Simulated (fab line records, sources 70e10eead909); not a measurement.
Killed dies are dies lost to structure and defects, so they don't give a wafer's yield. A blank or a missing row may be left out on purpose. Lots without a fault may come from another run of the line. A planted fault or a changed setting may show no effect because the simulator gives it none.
Chamber matching | flow nand_harc | NHARC_A_STAIRCASE_ETCH_313 on rie_diel-01: 4 sister chambers
The step etches the open film in CF4/CHF3. 4 wafers are shown with their chamber, then 12 later ones without.

WAFERS WITH THEIR CHAMBER
wafer  | chamber | drypump_motor_current_A (A)
L084.2 | 0       | 5.3
L085.3 | 1       | 5.6
L087.5 | 3       | 6.2
L087.6 | 2       | 6.0

WAFERS WITHOUT THEIR CHAMBER
wafer  | drypump_motor_current_A (A)
L086.1 | 5.6
L086.3 | 6.2
L086.4 | 5.3
L090.1 | 6.2
L090.3 | 6.0
L090.4 | 5.3
L096.2 | 5.9
L096.4 | 6.2
L096.6 | 5.7
L095.2 | 5.9
L095.4 | 6.2
L095.5 | 6.2

WHICH CHAMBER EACH WENT THROUGH
wafer  | from the rows above | in truth
L086.1 | 1                   | 1
L086.3 | 3                   | 3
L086.4 | 0                   | 0
L090.1 | 3                   | 3
L090.3 | 2                   | 2
L090.4 | 0                   | 0
L096.2 | 2                   | 2
L096.4 | 3                   | 3
L096.6 | 1                   | 1
L095.2 | 2                   | 2
L095.4 | 3                   | 3
L095.5 | 3                   | 3
Placed correctly: 12 of 12. Can't be placed from these rows: 0. Placed wrongly: 0.
How it was worked out, from the rows above alone: a wafer's distance from a chamber is the root of the sum, over the readings, of the square of ((its reading less the chamber's mean) divided by the reading's scatter). The wafer belongs to the nearest chamber; if the next one is less than 2 further off, it can't be placed. A chamber's mean is the mean of its shown wafers. The scatter: with one shown wafer a chamber, the root of the mean of the squares of how far each hidden wafer lies from its nearest shown one.
